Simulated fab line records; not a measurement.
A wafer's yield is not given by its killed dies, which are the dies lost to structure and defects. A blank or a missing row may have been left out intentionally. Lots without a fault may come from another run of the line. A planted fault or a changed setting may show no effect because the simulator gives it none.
Chamber matching -- flow n5-finfet -- 4 sister chambers for N5_BEOL_M3_STRIP_66 on rie-diel-03
The step strips in CF4. 4 wafers are shown with their chamber, then 10 later ones without.

== WAFERS, EACH WITH ITS CHAMBER ==
wafer,chamber,drypump-motor-current-A (A)
L082.1,1,5.4
L090.4,2,5.1
L093.4,3,6.2
L093.5,0,5.9

== WAFERS MISSING THEIR CHAMBER ==
wafer,drypump-motor-current-A (A)
L093.6,5.4
L095.1,5.9
L095.3,5.4
L095.6,5.9
L094.2,5.4
L094.4,6.2
L094.5,5.9
L096.1,5.8
L096.2,5.4
L096.4,5.1

== WHICH CHAMBER EACH ONE RAN IN ==
wafer,from the rows above,in truth
L093.6,1,1
L095.1,0,0
L095.3,1,1
L095.6,0,0
L094.2,1,1
L094.4,3,3
L094.5,0,0
L096.1,0,0
L096.2,1,1
L096.4,2,2
10 of 10 placed correctly. From these rows, 0 cannot be placed. Placed wrongly: 0.
How it was worked out, from the rows above alone: a wafer's distance from a chamber is the root of the sum, over the readings, of the square of ((its reading less the chamber's mean) divided by the reading's scatter). The wafer belongs to the nearest chamber; if the next one is less than 2 further off, it can't be placed. The mean given for a chamber averages the wafers shown for that chamber. The scatter: with one shown wafer a chamber, the root of the mean of the squares of how far each hidden wafer lies from its nearest shown one.
